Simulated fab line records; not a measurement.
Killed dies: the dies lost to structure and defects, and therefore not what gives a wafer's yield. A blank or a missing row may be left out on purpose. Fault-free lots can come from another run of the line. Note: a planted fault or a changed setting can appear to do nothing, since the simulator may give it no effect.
Split-lot experiment | flow n5 finfet | on a route of 1938 steps: 7 lots, 21 wafers read

THE SPLIT
At N5_BEOL_M11_COAT_22 (resist thk 90 nm), the setting spin rpm was moved away from the recipe's 1500 rpm on 7 of the 21 wafers read, by -10.9% to +9.5%. All remaining wafers had this setting at the recipe value.

FROM THE SPLIT TO THE READING: what the file shows between them, 5 steps
- N5_BEOL_M11_EBR_24
- N5_BEOL_M11_SOFTBAKE_23: time 60 s
- N5_BEOL_M11_EXPOSE_25: exposes mask V10
- N5_BEOL_M11_PEB_26: peb time 60 s
- N5_BEOL_M11_DEVELOP_27: develop time 30 s

THE READING
CAR-ArF_of_BEOL_M11_COAT_22.thk nm (the simulator's own value, which no gauge read), in nm, at N5_BEOL_M11_DESCUM_33 (chemistry O2, time 7.9 s). The file does not state a usual value for it. Across the 14 wafers here that went through the recipe, the average is 83.6 nm and the standard deviation 0.21 nm.

wafer  | tool, chamber at the split | spin rpm as run, rpm | against the recipe | CAR-ArF_of_BEOL_M11_COAT_22.thk nm, nm | against lot-mates on the recipe
L074.2 | litho track-04, 0          | 1642                 | +9.5%              | 79.6                                   | -3.8
L074.4 | litho track-04, 0          | 1642                 | +9.5%              | 79.6                                   | -3.8
L074.5 | litho track-04, 0          | 1500                 | recipe             | 83.4                                   | -
L077.2 | litho track-02, 0          | 1500                 | recipe             | 83.8                                   | -
L077.4 | litho track-02, 0          | 1500                 | recipe             | 83.6                                   | -
L077.6 | litho track-02, 0          | 1500                 | recipe             | 83.6                                   | -
L076.1 | litho track-04, 0          | 1500                 | recipe             | 83.4                                   | -
L076.6 | litho track-04, 0          | 1500                 | recipe             | 83.4                                   | -
L076.2 | litho track-04, 0          | 1500                 | recipe             | 83.8                                   | -
L082.2 | litho track-04, 0          | 1500                 | recipe             | 83.6                                   | -
L082.3 | litho track-04, 0          | 1544                 | +2.9%              | 82.2                                   | -1.4
L082.4 | litho track-04, 0          | 1544                 | +2.9%              | 82.4                                   | -1.2
L083.1 | litho track-04, 0          | 1500                 | recipe             | 83.6                                   | -
L083.3 | litho track-04, 0          | 1336                 | -10.9%             | 88.8                                   | +5.2
L083.4 | litho track-04, 0          | 1336                 | -10.9%             | 89                                     | +5.4
L090.1 | litho track-02, 0          | 1409                 | -6.1%              | 86.8                                   | +2.8
L090.2 | litho track-02, 0          | 1500                 | recipe             | 84.2                                   | -
L090.6 | litho track-02, 0          | 1500                 | recipe             | 83.8                                   | -
L095.1 | litho track-03, 0          | 1500                 | recipe             | 83.6                                   | -
L095.6 | litho track-03, 0          | 1500                 | recipe             | 83.6                                   | -
L095.4 | litho track-03, 0          | 1500                 | recipe             | 83.4                                   | -

THE FIT
A straight line over all 21 wafers: CAR-ArF_of_BEOL_M11_COAT_22.thk nm changes by -0.462 nm for each +1% of spin rpm; r = -0.99; the points scatter about the line by 0.23 nm.
The same after taking each lot's own level away (the mean of its wafers on the recipe; 21 wafers): -0.449 nm for each +1%; r = -1.00; scatter 0.21 nm.
Per that fit: largest spin rpm move, reading shift of 4.9 nm.
The lots' own levels span 83.40 to 84.00 nm, that is 2.8 times the standard deviation above.
Hence the lot-to-lot level has little effect on the slope; both slopes agree.
Check: +4.91 nm against its lot-mates is what the line predicts for one of the wafers moved furthest among these (-10.9%) when that wafer is left out of the fit. It came out at +5.2 nm against them.

OTHER SPLITS ON THESE WAFERS
Note: prior to the reading, these wafers also went through further splits. Each is held against what the fit with the lots' levels taken away leaves over:
other split on the same wafers      | wafers away from the commonest value | r with CAR-ArF_of_BEOL_M11_COAT_22.thk nm (lot level and that fit taken away)
N5_BEOL_M8_TRENCH_ETCH_37 time s    | 6                                    | +0.02
N5_BEOL_M10_PEB_26 peb time s       | 7                                    | +0.17
N5_BEOL_M10_TRENCH_ETCH_37 source w | 3                                    | +0.23

THE WHOLE CHAIN: every reading that the file lists as answering this split, in the file's order
step                   | what it does             | reading                                                                             | change (the file's fit)               | r (the file's)
N5_BEOL_M11_COAT_22    | resist thk 90 nm         | CAR-ArF_of_BEOL_M11_COAT_22.thk nm (the simulator's own value, which no gauge read) | -0.44 nm for each +1% of the setting  | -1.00
N5_BEOL_M11_DEVELOP_27 | develop time 30 s        | CAR-ArF_of_BEOL_M11_COAT_22.thk nm (the simulator's own value, which no gauge read) | -0.457 nm for each +1% of the setting | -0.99
N5_BEOL_M11_DESCUM_33  | chemistry O2, time 7.9 s | CAR-ArF_of_BEOL_M11_COAT_22.thk nm (the simulator's own value, which no gauge read) | -0.451 nm for each +1% of the setting | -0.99

THE FILE'S OWN FIT
CAR-ArF_of_BEOL_M11_COAT_22.thk nm changes by -0.451 nm for each +1% of spin rpm, r = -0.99.
